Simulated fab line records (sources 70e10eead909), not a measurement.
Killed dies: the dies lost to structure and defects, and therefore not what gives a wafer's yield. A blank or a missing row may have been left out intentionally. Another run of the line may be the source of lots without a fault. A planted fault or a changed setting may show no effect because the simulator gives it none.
Matching of chambers / flow nand harc / rie diel-08 running NHARC_A_STAIRCASE_TRIM_187: 4 sister chambers
The step chemistry O2, time 211.2 s. 16 wafers are shown with their chamber, then 8 later ones without.

## WAFERS WITH THEIR CHAMBER
wafer=L079.1; chamber=2; showerhead plenum p Torr (Torr)=3.62; oes product au (a.u.)=0.986; rf vpp V (V)=57.5
wafer=L079.3; chamber=3; showerhead plenum p Torr (Torr)=3.66; oes product au (a.u.)=1.005; rf vpp V (V)=57.6
wafer=L079.4; chamber=1; showerhead plenum p Torr (Torr)=3.41; oes product au (a.u.)=1.013; rf vpp V (V)=56.2
wafer=L082.1; chamber=3; showerhead plenum p Torr (Torr)=3.66; oes product au (a.u.)=1.014; rf vpp V (V)=58.7
wafer=L082.4; chamber=1; showerhead plenum p Torr (Torr)=3.41; oes product au (a.u.)=1.015; rf vpp V (V)=58.2
wafer=L082.6; chamber=2; showerhead plenum p Torr (Torr)=3.62; oes product au (a.u.)=1.008; rf vpp V (V)=57.7
wafer=L083.1; chamber=1; showerhead plenum p Torr (Torr)=3.40; oes product au (a.u.)=1.001; rf vpp V (V)=57.9
wafer=L083.2; chamber=0; showerhead plenum p Torr (Torr)=3.28; oes product au (a.u.)=0.978; rf vpp V (V)=56.7
wafer=L083.3; chamber=3; showerhead plenum p Torr (Torr)=3.66; oes product au (a.u.)=1.004; rf vpp V (V)=59.0
wafer=L083.4; chamber=2; showerhead plenum p Torr (Torr)=3.61; oes product au (a.u.)=1.002; rf vpp V (V)=58.3
wafer=L083.5; chamber=0; showerhead plenum p Torr (Torr)=3.28; oes product au (a.u.)=0.988; rf vpp V (V)=57.0
wafer=L083.6; chamber=3; showerhead plenum p Torr (Torr)=3.66; oes product au (a.u.)=1.010; rf vpp V (V)=59.4
wafer=L087.1; chamber=3; showerhead plenum p Torr (Torr)=3.65; oes product au (a.u.)=1.002; rf vpp V (V)=59.3
wafer=L087.5; chamber=0; showerhead plenum p Torr (Torr)=3.28; oes product au (a.u.)=0.988; rf vpp V (V)=57.9
wafer=L087.6; chamber=3; showerhead plenum p Torr (Torr)=3.65; oes product au (a.u.)=1.000; rf vpp V (V)=57.6
wafer=L086.1; chamber=1; showerhead plenum p Torr (Torr)=3.40; oes product au (a.u.)=1.007; rf vpp V (V)=58.4

SIGNATURES (averages over the wafers above)
reading=showerhead plenum p Torr; chamber 0=3.2800; chamber 1=3.4050; chamber 2=3.6167; chamber 3=3.6567; scatter within a chamber=0.005
reading=oes product au; chamber 0=0.98467; chamber 1=1.00900; chamber 2=0.99867; chamber 3=1.00583; scatter within a chamber=0.00697
reading=rf vpp V; chamber 0=57.200; chamber 1=57.675; chamber 2=57.833; chamber 3=58.600; scatter within a chamber=0.788
Rule: a wafer's distance from a chamber is the root of the sum, over the readings, of the square of ((its reading less the chamber's mean) divided by the reading's scatter). If the next closest chamber is less than 2 further off than the closest, the wafer can't be placed; otherwise it belongs to the closest. How the scatter is found: for the shown wafers, subtract from each reading the mean of its chamber, square and add these, divide the total by (wafers less chambers), then take the root.

## WAFERS WHOSE CHAMBER IS MISSING
wafer=L086.3; showerhead plenum p Torr (Torr)=3.61; oes product au (a.u.)=1.006; rf vpp V (V)=56.9
wafer=L086.4; showerhead plenum p Torr (Torr)=3.65; oes product au (a.u.)=1.001; rf vpp V (V)=59.0
wafer=L092.2; showerhead plenum p Torr (Torr)=3.27; oes product au (a.u.)=0.982; rf vpp V (V)=58.5
wafer=L092.3; showerhead plenum p Torr (Torr)=3.39; oes product au (a.u.)=1.011; rf vpp V (V)=58.5
wafer=L092.5; showerhead plenum p Torr (Torr)=3.27; oes product au (a.u.)=0.995; rf vpp V (V)=57.5
wafer=L094.2; showerhead plenum p Torr (Torr)=3.81; oes product au (a.u.)=1.006; rf vpp V (V)=58.5
wafer=L094.3; showerhead plenum p Torr (Torr)=3.64; oes product au (a.u.)=0.989; rf vpp V (V)=59.0
wafer=L094.5; showerhead plenum p Torr (Torr)=3.39; oes product au (a.u.)=1.001; rf vpp V (V)=57.0

## THE CHAMBER EACH PASSED THROUGH
wafer=L086.3; from the rows above=2; in truth=2
wafer=L086.4; from the rows above=3; in truth=3
wafer=L092.2; from the rows above=0; in truth=0
wafer=L092.3; from the rows above=1; in truth=1
wafer=L092.5; from the rows above=0; in truth=0
wafer=L094.2; from the rows above=3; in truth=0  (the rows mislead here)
wafer=L094.3; from the rows above=can't be placed: 3 or 2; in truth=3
wafer=L094.5; from the rows above=1; in truth=1
Correct placement for 6 of the 8. Unplaceable from these rows: 1, with the true chamber sitting among the candidates in 1. Placed wrongly: 1.
